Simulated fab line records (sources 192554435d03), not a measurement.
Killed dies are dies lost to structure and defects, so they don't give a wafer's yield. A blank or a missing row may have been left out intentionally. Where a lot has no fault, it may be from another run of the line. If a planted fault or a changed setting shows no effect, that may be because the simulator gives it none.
Lot-split experiment -- flow n5_finfet -- on a route of 1938 steps: 7 lots, 21 wafers read

## ON THE SPLIT
At N5_BEOL_M9_COAT_22 (resist thk 30 nm), the setting spin_rpm was moved away from the recipe's 1500 rpm on 7 of the 21 wafers read, by -10.0% to +9.0%. This setting was run at the recipe's value on the other wafers.

## FROM THE SPLIT TO THE READING: what the file shows between them, 2 steps
- N5_BEOL_M9_EBR_24
- N5_BEOL_M9_SOFTBAKE_23: time 60 s

## THE READING
CAR-EUV_of_BEOL_M9_COAT_22.thk_nm (the simulator's own value, which no gauge read), in nm, at N5_BEOL_M9_DESCUM_33 (chemistry O2, time 7 s). No usual value for it is given in the file. The 14 wafers here that ran the recipe average 26.2 nm, standard deviation 0.091 nm.

wafer,"tool, chamber at the split","spin_rpm as run, rpm",against the recipe,"CAR-EUV_of_BEOL_M9_COAT_22.thk_nm, nm",against lot-mates on the recipe
L078.1,"litho_track-01, 0",1500,recipe,26.4,-
L078.3,"litho_track-01, 0",1500,recipe,26.2,-
L078.5,"litho_track-01, 0",1500,recipe,26.2,-
L077.1,"litho_track-02, 0",1500,recipe,26,-
L077.3,"litho_track-02, 0",1500,recipe,26.2,-
L077.6,"litho_track-02, 0",1500,recipe,26.2,-
L079.1,"litho_track-01, 0",1500,recipe,26.2,-
L079.4,"litho_track-01, 0",1500,recipe,26.2,-
L079.5,"litho_track-01, 0",1417,-5.5%,27,+0.8
L088.1,"litho_track-01, 0",1500,recipe,26.2,-
L088.5,"litho_track-01, 0",1500,recipe,26.2,-
L088.2,"litho_track-01, 0",1350,-10.0%,27.8,+1.6
L089.3,"litho_track-01, 0",1500,recipe,26.2,-
L089.4,"litho_track-01, 0",1500,recipe,26.2,-
L089.5,"litho_track-01, 0",1500,recipe,26.2,-
L090.1,"litho_track-05, 0",1601,+6.7%,25,-1.0
L090.5,"litho_track-05, 0",1601,+6.7%,25,-1.0
L090.6,"litho_track-05, 0",1500,recipe,26,-
L097.3,"litho_track-01, 0",1635,+9.0%,24.8,no lot-mate on the recipe
L097.4,"litho_track-01, 0",1635,+9.0%,24.8,no lot-mate on the recipe
L097.5,"litho_track-01, 0",1635,+9.0%,24.8,no lot-mate on the recipe

FIT RESULTS
A straight line over all 21 wafers: CAR-EUV_of_BEOL_M9_COAT_22.thk_nm changes by -0.159 nm for each +1% of spin_rpm; r = -0.99; the points scatter about the line by 0.09 nm.
The same after taking each lot's own level away (the mean of its wafers on the recipe; 18 wafers): -0.153 nm for each +1%; r = -0.99; scatter 0.062 nm.
According to that fit, moving spin_rpm by its largest amount changes the reading by 1.5 nm.
Measured against the standard deviation above, the lots' own levels, which go from 26.00 to 26.27 nm, span 2.9 times it.
So the lot-to-lot level changes the slope little: the two slopes agree.
Check: for one of the wafers moved furthest among these (-10.0%), held out of the fit, the line's prediction against its lot-mates is +1.47 nm. Against them it came out at +1.6 nm.

## FURTHER SPLITS ON THESE WAFERS
These wafers also went through other splits before the reading. Each is held against what the fit with the lots' levels taken away leaves over:
other split on the same wafers,wafers away from the commonest value,r with CAR-EUV_of_BEOL_M9_COAT_22.thk_nm (lot level and that fit taken away)
N5_BEOL_M7_HM_DEP_02 target_thk_a,4,-0.11
N5_BEOL_M8_COAT_60 spin_rpm,10,+0.07
N5_BEOL_M9_COAT_63 spin_rpm,8,-0.05

## THE WHOLE CHAIN: every reading that the file lists as answering this split, in the file's order
step,what it does,reading,change (the file's fit),r (the file's)
N5_BEOL_M9_COAT_22,resist thk 30 nm,"CAR-EUV_of_BEOL_M9_COAT_22.thk_nm (the simulator's own value, which no gauge read)",-0.16 nm for each +1% of the setting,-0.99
N5_BEOL_M9_DESCUM_33,"chemistry O2, time 7 s","CAR-EUV_of_BEOL_M9_COAT_22.thk_nm (the simulator's own value, which no gauge read)",-0.154 nm for each +1% of the setting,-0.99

## FILE'S OWN FIT
CAR-EUV_of_BEOL_M9_COAT_22.thk_nm changes by -0.154 nm for each +1% of spin_rpm, r = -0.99.
